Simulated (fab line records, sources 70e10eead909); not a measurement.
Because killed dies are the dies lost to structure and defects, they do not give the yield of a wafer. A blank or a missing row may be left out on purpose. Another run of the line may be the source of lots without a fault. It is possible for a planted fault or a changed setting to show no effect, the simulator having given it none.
Shared-tool check ; flow nand_harc ; Sampled: 11 lots, 33 wafers

== REASON FOR OPENING ==
On 2 of the 11 lots, a flag is raised at NHARC_P_M2_CD_MEAS_09 on the reading cd_nm. Wafers without a fault read 170.0 nm, standard deviation 0.56.
Rule: a lot gets a flag if all its wafers with a number sit over 4 standard deviations from that mean, or if no wafer of it has a number. As for the other lots, they are considered sound.

lot;measured;on;cd_nm (nm), wafer by wafer;flag
L122;day 6 08:11;cd_sem-01;170.0 171.0 170.2;
L124;day 6 18:05;cd_sem-02;168.8 168.9 169.1;
L125;day 6 19:07;cd_sem-01;170.5 169.6 171.0;
L126;day 7 04:50;cd_sem-01;169.9 170.7 170.0;
L127;day 7 11:14;cd_sem-03;169.6 170.0 169.4;
L128;day 7 16:55;cd_sem-02;169.9 169.8 170.7;
L129;day 7 20:18;cd_sem-03;171.2 171.1 170.6;
L130;day 8 05:10;cd_sem-02;169.2 169.1 169.9;
L132;day 9 02:14;cd_sem-01;171.1 169.9 170.8;
L142;day 11 03:50;cd_sem-03;186.6 185.6 186.2;FLAGGED
L145;day 12 03:42;cd_sem-03;183.2 183.4 183.4;FLAGGED
The mean of the flagged lots' numbers is 184.7 nm, +14.7 nm from the usual (+26 standard deviations).

== TOOL THAT RAN EACH LOT ==
The record holds 4 process steps before the reading, out of a route of 1159 steps. Cell contents, in order: the tool; ch with the chambers the sampled wafers went through; the start.
lot;flag;NHARC_P_M1_DESCUM_14;NHARC_P_M1_PRE_CLEAN_30;NHARC_P_M1_DEP_33;NHARC_P_M2_EXPOSE_06
L122;;rie_diel-05 ch 0,2,3, day 6 04:05;pvd_sputter-02, day 6 06:59 or earlier;pecvd-03 ch 0,1,2, day 6 06:59;arfi_scanner-01 ch 0, day 6 08:03
L124;;rie_diel-07 ch 1,2, day 6 13:56;pvd_sputter-02, day 6 16:44 or earlier;pecvd-03 ch 0,1,2, day 6 16:44;arfi_scanner-02 ch 0, day 6 17:56
L125;;rie_diel-07 ch 0,2,3, day 6 14:57;pvd_sputter-02, day 6 17:48 or earlier;pecvd-04 ch 0,2, day 6 17:48;arfi_scanner-01 ch 0, day 6 18:58
L126;;rie_diel-11 ch 0,1, day 7 00:50;pvd_sputter-01, day 7 03:37 or earlier;pecvd-02 ch 1,2, day 7 03:37;arfi_scanner-01 ch 0, day 7 04:41
L127;;rie_diel-05 ch 1,3, day 7 06:49;pvd_sputter-01, day 7 10:02 or earlier;pecvd-03 ch 0,2, day 7 10:02;arfi_scanner-01 ch 0, day 7 11:05
L128;;rie_diel-11 ch 0,3, day 7 12:47;pvd_sputter-02, day 7 15:31 or earlier;pecvd-03 ch 0,1, day 7 15:31;arfi_scanner-02 ch 0, day 7 16:46
L129;;rie_diel-11 ch 0,2,3, day 7 16:00;pvd_sputter-02, day 7 18:47 or earlier;pecvd-03 ch 0,1,2, day 7 18:47;arfi_scanner-01 ch 0, day 7 20:10
L130;;rie_diel-07 ch 0,1,3, day 8 00:50;pvd_sputter-03, day 8 03:41 or earlier;pecvd-04 ch 0,2, day 8 03:41;arfi_scanner-03 ch 0, day 8 05:01
L132;;rie_diel-07 ch 0,1, day 8 22:17;pvd_sputter-01, day 9 01:04 or earlier;pecvd-02 ch 1,2, day 9 01:04;arfi_scanner-03 ch 0, day 9 02:06
L142;FLAGGED;rie_diel-07 ch 1,2, day 10 23:38;pvd_sputter-03, day 11 02:40 or earlier;pecvd-02 ch 0,1,2, day 11 02:40;arfi_scanner-03 ch 0, day 11 03:42
L145;FLAGGED;rie_diel-11 ch 0,3, day 11 23:34;pvd_sputter-03, day 12 02:28 or earlier;pecvd-03 ch 0,1,2, day 12 02:28;arfi_scanner-03 ch 0, day 12 03:34
These steps, and what they do:
- NHARC_P_M1_DESCUM_14: chemistry O2, time 3 s.
- NHARC_P_M1_PRE_CLEAN_30: time 30 s.
- NHARC_P_M1_DEP_33: deposits SiCN, target thk 30 nm.
- NHARC_P_M2_EXPOSE_06: exposes mask P M2, target cd 170 nm.
- NHARC_P_M2_CD_MEAS_09: target cd 170 nm.

== FLAGGED AGAINST TOTAL, ONE TOOL AT A TIME (gauges that did the reading follow at the end) ==
step;tool;lots run;flagged;share of the flagged lots;sound lots run after its first flagged lot
NHARC_P_M1_DESCUM_14;rie_diel-05;2;0;none;-
NHARC_P_M1_DESCUM_14;rie_diel-07;5;1;some;0
NHARC_P_M1_DESCUM_14;rie_diel-11;4;1;some;0
NHARC_P_M1_PRE_CLEAN_30;pvd_sputter-01;3;0;none;-
NHARC_P_M1_PRE_CLEAN_30;pvd_sputter-02;5;0;none;-
NHARC_P_M1_PRE_CLEAN_30;pvd_sputter-03;3;2;all;0
NHARC_P_M1_DEP_33;pecvd-02;3;1;some;0
NHARC_P_M1_DEP_33;pecvd-03;6;1;some;0
NHARC_P_M1_DEP_33;pecvd-04;2;0;none;-
NHARC_P_M2_EXPOSE_06;arfi_scanner-01;5;0;none;-
NHARC_P_M2_EXPOSE_06;arfi_scanner-02;2;0;none;-
NHARC_P_M2_EXPOSE_06;arfi_scanner-03;4;2;all;0
NHARC_P_M2_CD_MEAS_09;cd_sem-01;4;0;none;-
NHARC_P_M2_CD_MEAS_09;cd_sem-02;3;0;none;-
NHARC_P_M2_CD_MEAS_09;cd_sem-03;4;2;all;0
With no start given for some of its lots, NHARC_P_M1_PRE_CLEAN_30 uses the hours and lot order of NHARC_P_M1_DEP_33.

== THE TABLE: WHAT IT ALLOWS ==
pvd_sputter-03 at NHARC_P_M1_PRE_CLEAN_30, arfi_scanner-03 at NHARC_P_M2_EXPOSE_06 and cd_sem-03 at NHARC_P_M2_CD_MEAS_09: these 3 rows of the table ran every flagged lot.
- pvd_sputter-03 at NHARC_P_M1_PRE_CLEAN_30 ran 3 lots, 2 of them flagged. It ran its last sound lot, L130, at day 8 03:41 and its first flagged lot, L142, at day 11 02:40: a fault with its onset between the two fits.
- arfi_scanner-03 at NHARC_P_M2_EXPOSE_06 ran 4 lots, 2 of them flagged. It ran its last sound lot, L132, at day 9 02:06 and its first flagged lot, L142, at day 11 03:42: a fault with its onset between the two fits. Its own readings lie more than 4 standard deviations out on every wafer of the flagged lots: exposure_dose_mJ_cm2.
- cd_sem-03 at NHARC_P_M2_CD_MEAS_09 ran 4 lots, 2 of them flagged. It ran its last sound lot, L129, at day 7 20:18 and its first flagged lot, L142, at day 11 03:50: a fault with its onset between the two fits.
These 3 tools cannot be told apart by counting lots, since each of them fits a fault that started at some hour. More lots, or a look at what each step does to the wafer, might.

== WHAT WAS PUT IN BY THE SIMULATOR ==
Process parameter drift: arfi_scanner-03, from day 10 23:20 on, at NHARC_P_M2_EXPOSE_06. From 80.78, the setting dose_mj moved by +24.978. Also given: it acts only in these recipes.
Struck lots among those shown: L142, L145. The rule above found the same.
